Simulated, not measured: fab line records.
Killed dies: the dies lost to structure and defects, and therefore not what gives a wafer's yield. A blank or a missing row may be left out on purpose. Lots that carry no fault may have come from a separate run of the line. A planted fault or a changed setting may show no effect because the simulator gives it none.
What tool caused it? -- flow n5 finfet -- 36 wafers from 12 lots sampled at 2 of the route's 1938 steps

== WHAT EACH GAUGE READ, for each wafer ==
N5_MOL_CONTACT_COAG_CD_MEAS_40: the cd target is 25.1 nm.
lot,measured,on,cd nm (nm)
L074,day 5 18:35,cd sem-03,24.95 24.78 24.85
L077,day 6 07:10,cd sem-03,25.34 25.09 25.39
L079,day 6 15:04,cd sem-03,24.93 25.19 24.93
L081,day 6 22:14,cd sem-01,24.86 24.97 25.05
L083,day 7 19:13,cd sem-03,25.25 25.21 24.65
L085,day 8 11:59,cd sem-01,24.76 25.01 25.21
L087,day 8 18:45,cd sem-01,24.48 24.63 25.30
L089,day 9 03:05,cd sem-03,25.10 25.01 25.54
L091,day 9 09:56,cd sem-02,25.16 24.90 25.28
L093,day 10 02:39,cd sem-02,24.90 24.85 25.32
L095,day 10 11:00,cd sem-02,25.34 25.14 25.80
L097,day 10 23:43,cd sem-03,25.33 25.23 24.98

== EACH LOT AND THE TOOL THAT RAN IT (in order: tool; ch and the chambers of the sampled wafers; start) ==
lot,N5_MOL_CONTACT_COAG_STRIP_96
L074,"rie diel-03 ch 0,3, day 5 17:57"
L077,"rie diel-03 ch 1,2,3, day 6 06:35"
L079,"rie diel-01 ch 0,1,3, day 6 14:28"
L081,"rie diel-05 ch 0,1, day 6 21:32"
L083,"rie diel-01 ch 0,3, day 7 18:30"
L085,"rie diel-01 ch 1,2, day 8 11:17"
L087,"rie diel-03 ch 0,2,3, day 8 18:10"
L089,"rie diel-05 ch 0,1,2, day 9 02:24"
L091,"rie diel-03 ch 1,3, day 9 09:21"
L093,"rie diel-03 ch 0,2,3, day 10 02:01"
L095,"rie diel-05 ch 0,1,2, day 10 10:24"
L097,"rie diel-03 ch 0,1,3, day 10 23:01"
- N5_MOL_CONTACT_COAG_STRIP_96: strips in N2/H2.

== THE ANSWER, worked out from the rows above alone ==
Rule: the lots themselves supply what counts as usual. The widest of any qualifying gaps counts: lots, ordered by their means at a reading, are off when they make up no more than a third of the lots, leave a main group of 4 or more, and stand apart from it by 3 or more times the standard deviation of that group's means. Not used: any main group whose means are identical at the precision the tables above print for the reading. Also off: a lot with no number at a reading for which 4 or more lots have one. All remaining lots with rows at the step are treated as sound.
None of the lots is off at any reading shown; this tells nothing.

== WHAT THE SIMULATOR PUT IN ==
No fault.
